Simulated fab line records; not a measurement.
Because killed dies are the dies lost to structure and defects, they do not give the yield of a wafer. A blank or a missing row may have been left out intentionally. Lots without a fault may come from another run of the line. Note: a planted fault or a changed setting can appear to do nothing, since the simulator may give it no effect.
A single fault, viewed from 2 desks / flow n5_finfet / what lay behind the numbers comes last; until then each desk has only its own

== DESK OF THE TOOL OWNER: euv_scanner-01 ==
The tool's own readings at N5_BEOL_M2_EXPOSE_08 (exposes mask M2): means of the sampled wafers that have a number, for each lot that ran on this tool. Marked OUT: a lot whose mean sits more than 4 standard deviations from the usual mean, which makes it out of limits; the brackets give that distance.
Columns: A = exposure_dose_mJ_cm2 at N5_BEOL_M2_EXPOSE_08, usual 41.37
lot=L424; first seen here=day 6 17:08; A=41.64
lot=L428; first seen here=day 7 19:50; A=41.61
lot=L431; first seen here=day 8 17:41; A=41.65
lot=L437; first seen here=day 11 22:34; A=41.55
lot=L445; first seen here=day 11 23:35; A=41.67
lot=L438; first seen here=day 12 01:27; A=37.88 (-15) OUT
lot=L441; first seen here=day 12 05:44; A=38.63 (-12) OUT
This desk's finding: out of limits on L438, L441; first on L438, day 12 01:27 (exposure_dose_mJ_cm2 at N5_BEOL_M2_EXPOSE_08). Within limits: L424, L428, L431, L437, L445.

== THE METROLOGY DESK ==
What the gauges read, lot by lot, whatever tool the lot ran on: means of the sampled wafers that have a number. Marked OUT: a lot whose mean sits more than 4 standard deviations from the usual mean, which makes it out of limits; the brackets give that distance. Of its 12 readings 7 are shown: the one that was out of limits first, and those that lie furthest out on some lot.
Columns: A = cd_nm at N5_BEOL_M2_CD_MEAS_11, usual 16.80 nm; B = cd_nm at N5_BEOL_M2_CD_MEAS_18, usual 18.0 nm; C = DIBL_P at N5_BEOL_M4_RC_MEAS_101, usual 36.5 mV/V; D = ION_N at N5_BEOL_M4_RC_MEAS_101, usual 675 uA/um; E = ION_P at N5_BEOL_M4_RC_MEAS_101, usual 465 uA/um; F = SS_P at N5_BEOL_M4_RC_MEAS_101, usual 73.3 mV/dec; G = VT_P at N5_BEOL_M4_RC_MEAS_101, usual -249.1 mV
lot=L424; first seen here=day 6 17:16; A=16.62; B=17.9; C=36.4; D=676; E=471; F=73.0; G=-244.4
lot=L428; first seen here=day 7 19:58; A=16.77; B=18.1; C=36.0; D=676; E=463; F=73.4; G=-252.1
lot=L430; first seen here=day 8 05:40; A=17.14; B=18.2; C=33.8; D=673; E=462; F=72.5; G=-251.5
lot=L431; first seen here=day 8 17:50; A=16.91; B=18.2; C=37.1; D=677; E=466; F=73.3; G=-249.0
lot=L437; first seen here=day 11 22:42; A=16.52; B=17.9; C=35.1; D=666; E=460; F=73.2; G=-249.8
lot=L445; first seen here=day 11 23:43; A=16.44; B=18.0; C=39.4; D=692; E=475; F=74.2; G=-248.1
lot=L438; first seen here=day 12 01:34; A=15.04 (-6.1) OUT; B=16.1 (-5.8) OUT; C=-; D=-; E=-; F=-; G=-
lot=L443; first seen here=day 12 03:40; A=16.61; B=18.0; C=35.9; D=683; E=470; F=73.4; G=-246.5
lot=L441; first seen here=day 12 05:52; A=15.27 (-5.3) OUT; B=16.6 (-4.4) OUT; C=-; D=-; E=-; F=-; G=-
This desk's finding: out of limits on L438, L441; first on L438, day 12 01:34 (cd_nm at N5_BEOL_M2_CD_MEAS_11). Within limits: L424, L428, L430, L431, L437, L445, L443.

== BROUGHT TOGETHER ==
On L438, L441, at day 12 01:27, an alarm was possible from the tool owner's desk.
On L438, L441, the metrology desk was in a position to raise an alarm at day 12 01:34.
All the named lots went through N5_BEOL_M2_EXPOSE_08 on euv_scanner-01.

== WHAT THE SIMULATOR HAD INSERTED ==
Drift in process parameters on euv_scanner-01 at N5_BEOL_M2_EXPOSE_08, starting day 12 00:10. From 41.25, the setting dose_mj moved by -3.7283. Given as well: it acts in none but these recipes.
Shown lots that were struck: L438, L441.
Delay (hours) between the fault's onset and each desk's first out-of-limits reading: 1 at the tool owner's desk, 1 at the metrology desk.
